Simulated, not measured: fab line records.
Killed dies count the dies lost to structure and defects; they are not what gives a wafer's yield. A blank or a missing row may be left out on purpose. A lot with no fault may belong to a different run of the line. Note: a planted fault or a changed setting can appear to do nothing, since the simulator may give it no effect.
Which tool is to blame? ; flow n5Finfet ; 9 lots (27 wafers sampled), 1 step of a 1938-step route

== WHAT THE GAUGES SHOWED, per wafer ==
N5_BEOL_M4_RC_MEAS_101. Usual: DIBL_N 35.9 mV/V, standard deviation 1.4; DIBL_P 35.9 mV/V, standard deviation 1.7; IOFF_N 0.160 nA/um, standard deviation 0.026; IOFF_P 0.21 nA/um, standard deviation 0.036; ION_N 672 uA/um, standard deviation 11; ION_P 461 uA/um, standard deviation 8.1; SS_N 71.4 mV/dec, standard deviation 0.54; SS_P 73.2 mV/dec, standard deviation 0.67; VT_N 249.3 mV, standard deviation 2.7; VT_P -250 mV, standard deviation 3.9.
lot;measured;on;DIBL_N (mV/V);DIBL_P (mV/V);IOFF_N (nA/um);IOFF_P (nA/um);ION_N (uA/um);ION_P (uA/um);SS_N (mV/dec);SS_P (mV/dec);VT_N (mV);VT_P (mV);flag
L621;day 9 04:48;prober-02;36.3 38.0 36.7;36.2 39.1 35.7;0.161 0.208 0.169;0.22 0.28 0.21;674 682 674;462 465 454;71.1 72.0 71.8;74.1 73.7 73.2;249.6 246.3 250.4;-247 -248 -247;
L623;day 9 14:31;prober-01;37.4 37.1 35.0;35.6 36.0 33.4;0.178 0.178 0.136;0.20 0.21 0.16;674 686 664;456 458 448;71.8 71.6 71.7;73.3 73.6 72.4;247.8 249.2 253.0;-255 -253 -255;
L635;day 11 21:24;prober-02;37.7 38.6 36.4;38.0 38.5 36.7;0.194 0.223 0.178;0.29 0.30 0.26;690 675 681;478 467 474;71.5 71.7 71.2;73.4 74.1 72.9;245.4 243.9 244.9;-244 -244 -244;
L634;day 12 01:50;prober-01;36.9 35.4 35.4;35.9 34.5 34.0;0.178 0.158 0.147;0.21 0.20 0.18;678 664 662;461 453 445;72.2 72.0 71.9;73.9 72.6 73.1;247.4 249.4 252.3;-249 -252 -254;
L636;day 12 12:24;prober-01;37.8 34.7 37.3;38.4 34.8 38.4;0.207 0.137 0.178;0.23 0.18 0.23;679 658 672;458 456 459;72.8 71.4 72.2;73.4 72.3 74.3;246.9 250.4 245.6;-248 -252 -248;
L637;day 13 00:23;prober-01;35.5 37.5 35.4;35.9 38.4 35.7;0.162 0.193 0.156;0.25 0.28 0.24;663 680 667;465 472 462;72.1 72.4 71.2;72.7 74.2 72.8;249.5 248.3 249.9;-243 -244 -248;
L639;day 13 03:45;prober-02;40.2 35.4 37.4;39.1 34.9 37.0;0.228 0.132 0.165;0.27 0.19 0.22;677 672 682;468 462 465;72.5 70.7 71.2;74.4 72.5 73.3;246.0 252.0 247.7;-248 -254 -249;
L638;day 13 21:21;prober-02;36.1 37.1 37.0;34.4 36.0 36.6;0.142 0.142 0.158;0.15 0.17 0.18;664 643 674;450 441 450;70.9 71.9 71.8;72.8 73.1 73.2;249.5 253.3 248.2;-258 -254 -255;
L640;day 13 21:41;prober-01;36.2 35.4 34.2;37.0 37.1 34.5;0.186 0.171 0.136;0.23 0.22 0.18;670 690 660;458 465 451;72.1 71.6 71.1;73.9 74.4 72.8;245.1 248.0 251.7;-248 -250 -253;

== WHICH TOOL RAN EACH LOT (tool, then ch and the chambers of the sampled wafers, then the start) ==
The record holds no process step before these readings.

== AS READ BY THE TOOLS THEMSELVES (means over the sampled wafers that have a number; for cases with no such wafer, the mark the record gives instead) ==
The record holds no such reading with a usual standard deviation.

== THE ANSWER, worked out from the rows above alone ==
Rule: a lot counts as off when the mean over its wafers that have a number is more than 3 standard deviations away from the usual mean. Also off: a lot with no number at a reading for which 4 or more lots have one. The other lots that the step has rows for count as sound. After the gauges, taken in route order, come the tools' own readings; for these a lot's mean is taken, as printed above. The first step at which some lot is off is used, and at that step the reading that is off furthest; a lot without a number counts as furthest.
No lot is off on any of the readings shown, so nothing can be concluded from this.

== WHAT THE SIMULATOR HAD PUT IN ==
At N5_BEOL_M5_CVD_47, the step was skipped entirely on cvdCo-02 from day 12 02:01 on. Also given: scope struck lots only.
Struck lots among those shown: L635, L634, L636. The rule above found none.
